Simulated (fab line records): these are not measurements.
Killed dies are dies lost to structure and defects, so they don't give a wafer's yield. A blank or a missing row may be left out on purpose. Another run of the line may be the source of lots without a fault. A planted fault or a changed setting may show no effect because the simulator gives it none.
Which tool was responsible?	flow n5Finfet	Sampling: 10 lots, 30 wafers, 5 of 1938 route steps

== WHAT EACH GAUGE READ, for each wafer ==
N5_BEOL_M4_RC_MEAS_101.
lot	measured	on	DIBL_N (mV/V)
L431	day 7 16:49	prober-02	41.7 36.4 36.7
L432	day 8 12:34	prober-02	36.6 38.3 34.3
L433	day 8 17:45	prober-02	40.0 35.5 40.0
L440	day 10 04:03	prober-02	39.1 37.2 34.3
L444	day 11 03:30	prober-01	41.8 34.5 35.7
L449	day 13 00:16	prober-02	33.7 35.5 37.5
L450	day 13 08:08	prober-01	37.2 33.4 34.2
L451	day 13 17:27	prober-01	36.2 35.2 38.7
L452	day 14 07:53	prober-01	36.6 35.8 35.0
L453	day 14 13:20	prober-01	35.6 37.2 35.3

== WHAT TOOL EACH LOT RAN ON (gives the tool, then ch and the chambers of the sampled wafers, and finally the start) ==
lot	N5_WELL_APT_DESCUM_13	N5_PMOS_HMC_CHANNEL_EPI_EPI_20	N5_PMOS_HMC_CHANNEL_EPI_CMP_21	N5_FIN_SAQP_PECVD_06
L431	rieDiel-05 ch 0,2, day 1 19:50	epiRpcvd-04 ch 0, day 2 00:13	cmp-02 ch 1,2,3, day 2 02:12	pecvd-04 ch 0,2, day 2 03:38
L432	rieDiel-04 ch 0,1, day 2 02:32	epiRpcvd-04 ch 0, day 2 06:50	cmp-02 ch 0,2,3, day 2 08:39	pecvd-01 ch 1,2, day 2 10:06
L433	rieDiel-05 ch 0,2, day 2 08:04	epiRpcvd-04 ch 0, day 2 12:10	cmp-03 ch 0,1, day 2 13:30	pecvd-04 ch 0,1,2, day 2 15:07
L440	rieDiel-04 ch 0,1,2, day 4 02:04	epiRpcvd-04 ch 0, day 4 06:31	cmp-03 ch 0,2,3, day 4 07:39	pecvd-04 ch 0,1, day 4 09:16
L444	rieDiel-05 ch 0,1,2, day 5 02:45	epiRpcvd-01 ch 0, day 5 07:22	cmp-02 ch 0,1,3, day 5 08:52	pecvd-02 ch 1,2, day 5 10:29
L449	rieDiel-04 ch 1,2,3, day 6 07:46	epiRpcvd-03 ch 0, day 6 12:43	cmp-03 ch 0,1,2, day 6 14:07	pecvd-02 ch 0,1,2, day 6 15:42
L450	rieDiel-06 ch 1,2, day 6 13:44	epiRpcvd-04 ch 0, day 6 18:02	cmp-02 ch 1,2,3, day 6 19:11	pecvd-01 ch 0,2, day 6 22:36
L451	rieDiel-06 ch 0,3, day 6 19:49	epiRpcvd-04 ch 0, day 7 00:29	cmp-03 ch 0,2,3, day 7 01:30	pecvd-01 ch 0,2, day 7 03:24
L452	rieDiel-06 ch 0,2, day 7 01:40	epiRpcvd-04 ch 0, day 7 05:55	cmp-03 ch 0,2, day 7 07:17	pecvd-02 ch 0,2, day 7 08:52
L453	rieDiel-04 ch 1,2, day 7 09:17	epiRpcvd-01 ch 0, day 7 13:14	cmp-02 ch 0,1,2, day 7 15:05	pecvd-04 ch 0,2, day 7 16:50
- N5_WELL_APT_DESCUM_13: chemistry O2, time 7.9 s.
- N5_PMOS_HMC_CHANNEL_EPI_EPI_20: deposits SiGe30, target thk 59 nm.
- N5_PMOS_HMC_CHANNEL_EPI_CMP_21: polishes SiGe30, target thk 54 nm.
- N5_FIN_SAQP_PECVD_06: deposits a-Si from SiH4/He, target thk 60 nm, time 48.1 s.

== THE ANSWER, worked out from the rows above alone ==
Rule: the lots themselves supply what counts as usual. Put in order of their means at a reading, lots are off if they are a third of the lots or fewer, leave a main group of 4 or more, and stand apart from it by a gap of 3 or more times the standard deviation of the main group's means; of several such gaps the widest counts. Not used: any main group whose means are identical at the precision the tables above print for the reading. Also off: a lot with no number at a reading for which 4 or more lots have one. The other lots that the step has rows for count as sound.
Across all readings shown, no lot is off: no conclusion can be drawn from this.

== WHAT THE SIMULATOR PUT IN ==
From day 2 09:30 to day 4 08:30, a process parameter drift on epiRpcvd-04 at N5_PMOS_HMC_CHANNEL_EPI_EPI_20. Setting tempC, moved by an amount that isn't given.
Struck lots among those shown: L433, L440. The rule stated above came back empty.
